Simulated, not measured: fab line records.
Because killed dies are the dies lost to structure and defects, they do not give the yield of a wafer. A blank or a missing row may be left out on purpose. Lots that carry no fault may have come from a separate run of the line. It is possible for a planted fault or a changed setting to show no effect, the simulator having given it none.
A struck lot beside a sound one || flow n5 finfet || 20 out of 1938 route steps
Sound: wafers L641.3, L641.4, L641.5. The struck wafers were L631.1, L631.3, L631.5. At the end, the cause is stated.
Order at every step that has rows: each side's tool, ch and its chambers, its first start. Under that, the readings that differ: sound wafers || struck wafers || difference of the means || sigmas: that difference in standard deviations of wafers without a fault.
alike: same words and numbers on both sides, and readings whose means sit less than 2 such deviations apart. not compared: any withheld reading, any reading some wafer has no value for, any bound like >300 that may hide the same value, and any number with overlapping values for which the record gives no deviation.
Wherever a step has rows on one side only, a row that says differs or no value, or a row with sigmas, the two part there. Numbers that have no deviation but don't overlap get no sigmas and don't part them. Lack of a reading on every wafer of one side parts them only where that side has two or more wafers.

first, 8 steps without rows for these wafers: N5_BEOL_M7_CMP_52 (polishes, stops on SiCOH lowk, t overpolish 6.9 s, target thk 80 nm); N5_BEOL_M7_PRE_CLEAN_55 (time 15 s); N5_BEOL_M7_DEP_56 (deposits SiCN from 3MS/NH3, target thk 10 nm, time 17.5 s); N5_BEOL_M8_ILD_DEP_00 (deposits SiCOH lowk from DEMS/porogen, target thk 179.75 nm, time 33.4 s); N5_BEOL_M8_CURE_74 (cures SiCOH lowk, time 240 s); N5_BEOL_M8_PECVD_70 (deposits SiO2 from TEOS/O2, target thk 20 nm, time 22.7 s); N5_BEOL_M8_HM_DEP_02 (deposits TiN, target thk 20 nm); N5_BEOL_M8_COAT_59 (time 60 s, resist thk 100 nm).
N5_BEOL_M8_COAT_60: time 60 s, resist thk 35 nm.
  sound on litho track-02 ch 0, day 14 18:34; struck on litho track-05 ch 0, day 12 01:11
{"reading": "spin speed rpm (rpm)", "sound": "1498.0 1500.4 1499.4", "struck": "1644.5 1644.2 1644.8", "difference": "+145.2", "sigmas": "+99 or more"}
{"reading": "model.SiARC_of_BEOL_M8_COAT_60.thk nm (nm)", "sound": "35 35 35", "struck": "33.6 33.4 33.4", "difference": -1.5, "sigmas": ""}
  alike: plate temp C
then, 7 steps without rows for these wafers: N5_BEOL_M8_COAT_05 (resist thk 90 nm); N5_BEOL_M8_EBR_07; N5_BEOL_M8_SOFTBAKE_06 (time 60 s); N5_BEOL_M8_EXPOSE_08 (exposes mask M8); N5_BEOL_M8_PEB_09 (peb time 60 s); N5_BEOL_M8_DEVELOP_10 (develop time 30 s); N5_BEOL_M8_DESCUM_16 (chemistry O2, time 7.9 s).
N5_BEOL_M8_ETCH_61: etches SiARC in CF4, target depth 45.5 nm, time 75.8 s.
  sound on rie diel-01 ch 1,2, day 14 19:04; struck on rie diel-03 ch 2,3, day 12 01:43
{"reading": "etch rf on time s (s)", "sound": "78.2 75.0 77.6", "struck": "74.4 73.6 73.2", "difference": -3.2, "sigmas": -2}
{"reading": "model.etch.depth nm (nm)", "sound": "35.01 35.08 35.04", "struck": "33.53 33.42 33.4", "difference": -1.59, "sigmas": ""}
{"reading": "model.CAR-ArF_of_BEOL_M8_COAT_05.thk nm (nm)", "sound": "51 51 51.4", "struck": "52.4 52.6 52.6", "difference": "+1.4", "sigmas": ""}
  alike: drypump motor current A, mfc ar sccm, oes product au, rf vpp V, showerhead plenum p Torr, throttle valve pct
  not compared: rf hours counter h
N5_BEOL_M8_ETCH_62: etches SOC in N2/H2, target depth 110 nm, overetch 22 nm, time 165 s.
  sound on rie diel-01 ch 1,2, day 14 19:07; struck on rie diel-03 ch 1,3, day 12 01:46
{"reading": "model.SiARC_of_BEOL_M8_COAT_60.thk nm (nm)", "sound": "28.6 28.4 28.8", "struck": "27 26.8 26.8", "difference": -2, "sigmas": ""}
  alike: drypump motor current A, n2 flow sccm, oes product au, rf vpp V, showerhead plenum p Torr, throttle valve pct
  not compared: rf hours counter h
then, 1 step without rows for these wafers: N5_BEOL_M8_STRIP_68 (strips in N2/H2).
-- a jump in the record: the struck wafers' starts before and after are 3 days apart (it breaks off in module BEOL_M8 and resumes in module PASSIVATION, where the first step shown is number 1936 of the route) --
N5_PASSIVATION_PROBE_49:
  rows exist in the record for the struck wafers here (prober-01, day 14 20:34), but not for the sound ones

## WHERE THEY PART
Last at N5_PASSIVATION_PROBE_49 as far as this record goes, first at N5_BEOL_M8_COAT_60.

WHY: the cause the simulator had injected
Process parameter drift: litho track-05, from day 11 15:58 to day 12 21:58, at N5_BEOL_M8_COAT_60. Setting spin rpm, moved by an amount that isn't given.
